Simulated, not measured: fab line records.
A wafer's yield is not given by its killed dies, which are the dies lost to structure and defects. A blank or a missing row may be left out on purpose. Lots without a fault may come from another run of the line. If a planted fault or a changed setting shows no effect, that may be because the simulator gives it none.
Split-lot study :: flow n5_finfet :: 7 lots, 39 wafers read, on a route of 1938 steps

== ABOUT THE SPLIT ==
At N5_ILD0_ALD_15 (deposits SiNx, target thk 24 nm, pulse time 1 s, ald cycles 480), the setting ald_cycles was moved away from the recipe's 480 on 15 of the 39 wafers read, by -20.6% to +44.4%. All remaining wafers had this setting at the recipe value.

Reading taken at the split's own step.

== THE READING ==
SiNx_of_ILD0_ALD_15.thk_nm (the simulator's own value, which no gauge read), in nm, at N5_ILD0_ALD_15 (deposits SiNx, target thk 24 nm, pulse time 1 s, ald cycles 480). No usual value for it is given in the file. Here, 24 wafers ran the recipe; their average is 24.1 nm with a standard deviation of 0.11 nm.

wafer: L075.1
tool, chamber at the split: ald_sin-01, 2,1
ald_cycles as run: 480
against the recipe: recipe
SiNx_of_ILD0_ALD_15.thk_nm, nm: 24
against lot-mates on the recipe: -

wafer: L075.6
tool, chamber at the split: ald_sin-01, 2,1
ald_cycles as run: 480
against the recipe: recipe
SiNx_of_ILD0_ALD_15.thk_nm, nm: 24
against lot-mates on the recipe: -

wafer: L075.2
tool, chamber at the split: ald_sin-01, 1,3,0
ald_cycles as run: 693
against the recipe: +44.4%
SiNx_of_ILD0_ALD_15.thk_nm, nm: 34.8
against lot-mates on the recipe: +10.7

wafer: L075.3
tool, chamber at the split: ald_sin-01, 1,3,0
ald_cycles as run: 693
against the recipe: +44.4%
SiNx_of_ILD0_ALD_15.thk_nm, nm: 34.8
against lot-mates on the recipe: +10.7

wafer: L075.5
tool, chamber at the split: ald_sin-01, 1,3,0
ald_cycles as run: 693
against the recipe: +44.4%
SiNx_of_ILD0_ALD_15.thk_nm, nm: 34.8
against lot-mates on the recipe: +10.7

wafer: L075.4
tool, chamber at the split: ald_sin-01, 0
ald_cycles as run: 480
against the recipe: recipe
SiNx_of_ILD0_ALD_15.thk_nm, nm: 24.2
against lot-mates on the recipe: -

wafer: L077.1
tool, chamber at the split: ald_sin-04, 1,2,3
ald_cycles as run: 381
against the recipe: -20.6%
SiNx_of_ILD0_ALD_15.thk_nm, nm: 19
against lot-mates on the recipe: -5.0

wafer: L077.4
tool, chamber at the split: ald_sin-04, 1,2,3
ald_cycles as run: 381
against the recipe: -20.6%
SiNx_of_ILD0_ALD_15.thk_nm, nm: 19
against lot-mates on the recipe: -5.0

wafer: L077.5
tool, chamber at the split: ald_sin-04, 1,2,3
ald_cycles as run: 381
against the recipe: -20.6%
SiNx_of_ILD0_ALD_15.thk_nm, nm: 19
against lot-mates on the recipe: -5.0

wafer: L077.2
tool, chamber at the split: ald_sin-04, 0,3,0
ald_cycles as run: 480
against the recipe: recipe
SiNx_of_ILD0_ALD_15.thk_nm, nm: 24
against lot-mates on the recipe: -

wafer: L077.3
tool, chamber at the split: ald_sin-04, 0,3,0
ald_cycles as run: 480
against the recipe: recipe
SiNx_of_ILD0_ALD_15.thk_nm, nm: 24
against lot-mates on the recipe: -

wafer: L077.6
tool, chamber at the split: ald_sin-04, 0,3,0
ald_cycles as run: 480
against the recipe: recipe
SiNx_of_ILD0_ALD_15.thk_nm, nm: 24
against lot-mates on the recipe: -

wafer: L078.1
tool, chamber at the split: ald_sin-04, 1
ald_cycles as run: 480
against the recipe: recipe
SiNx_of_ILD0_ALD_15.thk_nm, nm: 24.2
against lot-mates on the recipe: -

wafer: L078.2
tool, chamber at the split: ald_sin-04, 2,3,0
ald_cycles as run: 672
against the recipe: +40.0%
SiNx_of_ILD0_ALD_15.thk_nm, nm: 33.6
against lot-mates on the recipe: +9.5

wafer: L078.3
tool, chamber at the split: ald_sin-04, 2,3,0
ald_cycles as run: 672
against the recipe: +40.0%
SiNx_of_ILD0_ALD_15.thk_nm, nm: 33.6
against lot-mates on the recipe: +9.5

wafer: L078.6
tool, chamber at the split: ald_sin-04, 2,3,0
ald_cycles as run: 672
against the recipe: +40.0%
SiNx_of_ILD0_ALD_15.thk_nm, nm: 33.6
against lot-mates on the recipe: +9.5

wafer: L078.4
tool, chamber at the split: ald_sin-04, 0,3
ald_cycles as run: 480
against the recipe: recipe
SiNx_of_ILD0_ALD_15.thk_nm, nm: 24
against lot-mates on the recipe: -

wafer: L078.5
tool, chamber at the split: ald_sin-04, 0,3
ald_cycles as run: 480
against the recipe: recipe
SiNx_of_ILD0_ALD_15.thk_nm, nm: 24
against lot-mates on the recipe: -

wafer: L082.1
tool, chamber at the split: ald_sin-02, 3
ald_cycles as run: 687
against the recipe: +43.1%
SiNx_of_ILD0_ALD_15.thk_nm, nm: 34.6
against lot-mates on the recipe: +10.5

wafer: L082.2
tool, chamber at the split: ald_sin-02, 0,2
ald_cycles as run: 480
against the recipe: recipe
SiNx_of_ILD0_ALD_15.thk_nm, nm: 24
against lot-mates on the recipe: -

wafer: L082.3
tool, chamber at the split: ald_sin-02, 0,2
ald_cycles as run: 480
against the recipe: recipe
SiNx_of_ILD0_ALD_15.thk_nm, nm: 24
against lot-mates on the recipe: -

wafer: L082.4
tool, chamber at the split: ald_sin-02, 1
ald_cycles as run: 480
against the recipe: recipe
SiNx_of_ILD0_ALD_15.thk_nm, nm: 24.2
against lot-mates on the recipe: -

wafer: L082.5
tool, chamber at the split: ald_sin-02, 1,2
ald_cycles as run: 687
against the recipe: +43.1%
SiNx_of_ILD0_ALD_15.thk_nm, nm: 34.4
against lot-mates on the recipe: +10.3

wafer: L082.6
tool, chamber at the split: ald_sin-02, 1,2
ald_cycles as run: 687
against the recipe: +43.1%
SiNx_of_ILD0_ALD_15.thk_nm, nm: 34.4
against lot-mates on the recipe: +10.3

wafer: L083.1
tool, chamber at the split: ald_sin-04, 0,2
ald_cycles as run: 480
against the recipe: recipe
SiNx_of_ILD0_ALD_15.thk_nm, nm: 24
against lot-mates on the recipe: -

wafer: L083.2
tool, chamber at the split: ald_sin-04, 0,2
ald_cycles as run: 480
against the recipe: recipe
SiNx_of_ILD0_ALD_15.thk_nm, nm: 24
against lot-mates on the recipe: -

wafer: L083.3
tool, chamber at the split: ald_sin-04, 3,1,0,3
ald_cycles as run: 480
against the recipe: recipe
SiNx_of_ILD0_ALD_15.thk_nm, nm: 24.2
against lot-mates on the recipe: -

wafer: L083.4
tool, chamber at the split: ald_sin-04, 3,1,0,3
ald_cycles as run: 480
against the recipe: recipe
SiNx_of_ILD0_ALD_15.thk_nm, nm: 24.2
against lot-mates on the recipe: -

wafer: L083.5
tool, chamber at the split: ald_sin-04, 3,1,0,3
ald_cycles as run: 480
against the recipe: recipe
SiNx_of_ILD0_ALD_15.thk_nm, nm: 24.2
against lot-mates on the recipe: -

wafer: L083.6
tool, chamber at the split: ald_sin-04, 3,1,0,3
ald_cycles as run: 480
against the recipe: recipe
SiNx_of_ILD0_ALD_15.thk_nm, nm: 24.2
against lot-mates on the recipe: -

wafer: L085.1
tool, chamber at the split: ald_sin-02, 2,2,3
ald_cycles as run: 658
against the recipe: +37.1%
SiNx_of_ILD0_ALD_15.thk_nm, nm: 32.8
against lot-mates on the recipe: +8.7

wafer: L085.5
tool, chamber at the split: ald_sin-02, 2,2,3
ald_cycles as run: 658
against the recipe: +37.1%
SiNx_of_ILD0_ALD_15.thk_nm, nm: 32.8
against lot-mates on the recipe: +8.7

wafer: L085.6
tool, chamber at the split: ald_sin-02, 2,2,3
ald_cycles as run: 658
against the recipe: +37.1%
SiNx_of_ILD0_ALD_15.thk_nm, nm: 32.8
against lot-mates on the recipe: +8.7

wafer: L085.2
tool, chamber at the split: ald_sin-02, 3
ald_cycles as run: 480
against the recipe: recipe
SiNx_of_ILD0_ALD_15.thk_nm, nm: 24.2
against lot-mates on the recipe: -

wafer: L085.3
tool, chamber at the split: ald_sin-02, 0,1
ald_cycles as run: 480
against the recipe: recipe
SiNx_of_ILD0_ALD_15.thk_nm, nm: 24
against lot-mates on the recipe: -

wafer: L085.4
tool, chamber at the split: ald_sin-02, 0,1
ald_cycles as run: 480
against the recipe: recipe
SiNx_of_ILD0_ALD_15.thk_nm, nm: 24
against lot-mates on the recipe: -

wafer: L091.2
tool, chamber at the split: ald_sin-02, 3
ald_cycles as run: 480
against the recipe: recipe
SiNx_of_ILD0_ALD_15.thk_nm, nm: 23.8
against lot-mates on the recipe: -

wafer: L091.5
tool, chamber at the split: ald_sin-02, 1,0
ald_cycles as run: 480
against the recipe: recipe
SiNx_of_ILD0_ALD_15.thk_nm, nm: 24
against lot-mates on the recipe: -

wafer: L091.6
tool, chamber at the split: ald_sin-02, 1,0
ald_cycles as run: 480
against the recipe: recipe
SiNx_of_ILD0_ALD_15.thk_nm, nm: 24
against lot-mates on the recipe: -
The file does not say which wafer passed through which chamber wherever a row lists several chambers: such a row stands for several wafers.

THE FIT
A straight line over all 39 wafers: SiNx_of_ILD0_ALD_15.thk_nm changes by +0.24 nm for each +1% of ald_cycles; r = +1.00; the points scatter about the line by 0.11 nm.
The same after taking each lot's own level away (the mean of its wafers on the recipe; 39 wafers): +0.24 nm for each +1%; r = +1.00; scatter 0.096 nm.
That fit puts the effect of the largest move of ald_cycles on the reading at 11 nm.
The span of the lots' own levels, 23.93 to 24.13 nm, comes to 1.9 times the standard deviation stated above.
Hence the lot-to-lot level has little effect on the slope; both slopes agree.
Check: +10.6 nm against its lot-mates is what the line predicts for one of the wafers moved furthest among these (+44.4%) when that wafer is left out of the fit. Against them it came out at +10.7 nm.

== THESE WAFERS: OTHER SPLITS ==
Before the reading, these wafers also passed through other splits. Each is held against what the fit with the lots' levels taken away leaves over:
other split on the same wafers: N5_FIN_SAQP_ALD_61 ald_cycles
wafers away from the commonest value: 18
r with SiNx_of_ILD0_ALD_15.thk_nm (lot level and that fit taken away): -0.20

== THE WHOLE CHAIN: every reading that the file lists as answering this split, in the file's order ==
step: N5_ILD0_ALD_15
what it does: deposits SiNx, target thk 24 nm, pulse time 1 s, ald cycles 480
reading: SiNx_of_ILD0_ALD_15.thk_nm (the simulator's own value, which no gauge read)
change (the file's fit): +0.24 nm for each +1% of the setting
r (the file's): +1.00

step: N5_ILD0_CMP_12
what it does: polishes SiNx, stops on poly-Si, t overpolish 6 s, target thk 17.67 nm
reading: time_to_endpoint_s
change (the file's fit): withheld for each +1% of the setting
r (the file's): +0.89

== THE FILE'S OWN FIT ==
SiNx_of_ILD0_ALD_15.thk_nm changes by +0.24 nm for each +1% of ald_cycles, r = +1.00.
